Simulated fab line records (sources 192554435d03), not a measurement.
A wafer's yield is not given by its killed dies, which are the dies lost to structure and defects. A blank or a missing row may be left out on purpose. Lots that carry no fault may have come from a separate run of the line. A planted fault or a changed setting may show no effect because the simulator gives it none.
The tool behind it: which one? :: flow n5_finfet :: 36 wafers sampled from 12 lots at 1 step of a route of 1938

## WHAT EACH GAUGE READ, for each wafer
N5_BEOL_M2_THK_MEAS_53: measures by xrf.
lot: L075
measured: day 7 05:36
on: film_metro-02
M2_THK (nm): 40.1 39.0 39.2

lot: L078
measured: day 7 21:10
on: film_metro-02
M2_THK (nm): 41.6 40.0 40.5

lot: L080
measured: day 8 07:02
on: film_metro-02
M2_THK (nm): 40.1 37.5 40.5

lot: L082
measured: day 8 20:39
on: film_metro-01
M2_THK (nm): 41.0 41.2 39.6

lot: L084
measured: day 9 09:35
on: film_metro-02
M2_THK (nm): 41.2 40.8 40.0

lot: L086
measured: day 9 23:16
on: film_metro-01
M2_THK (nm): 37.6 37.9 39.9

lot: L088
measured: day 10 07:09
on: film_metro-02
M2_THK (nm): 37.8 38.3 38.1

lot: L090
measured: day 10 20:05
on: film_metro-01
M2_THK (nm): 40.6 37.2 36.1

lot: L092
measured: day 11 08:15
on: film_metro-02
M2_THK (nm): 39.8 36.9 41.4

lot: L094
measured: day 12 13:34
on: film_metro-01
M2_THK (nm): 40.6 37.8 39.4

lot: L095
measured: day 12 18:30
on: film_metro-01
M2_THK (nm): 36.6 39.3 35.5

lot: L096
measured: day 13 14:59
on: film_metro-02
M2_THK (nm): 39.9 39.3 38.6

## EACH LOT AND THE TOOL THAT RAN IT (in order: tool; ch and the chambers of the sampled wafers; start)
Before these readings, the record contains no process step.

## THE ANSWER, worked out from the rows above alone
Rule: the usual values come from the lots themselves. Put in order of their means at a reading, lots are off if they are a third of the lots or fewer, leave a main group of 4 or more, and stand apart from it by a gap of 3 or more times the standard deviation of the main group's means; of several such gaps the widest counts. If all means in a main group match to the digits the tables above print for the reading, that group is not used. Also off: a lot with no number at a reading for which 4 or more lots have one. Any other lot the step has rows for is counted as sound.
No lot is off on any of the readings shown, so nothing can be concluded from this.

## WHAT THE SIMULATOR HAD INSERTED
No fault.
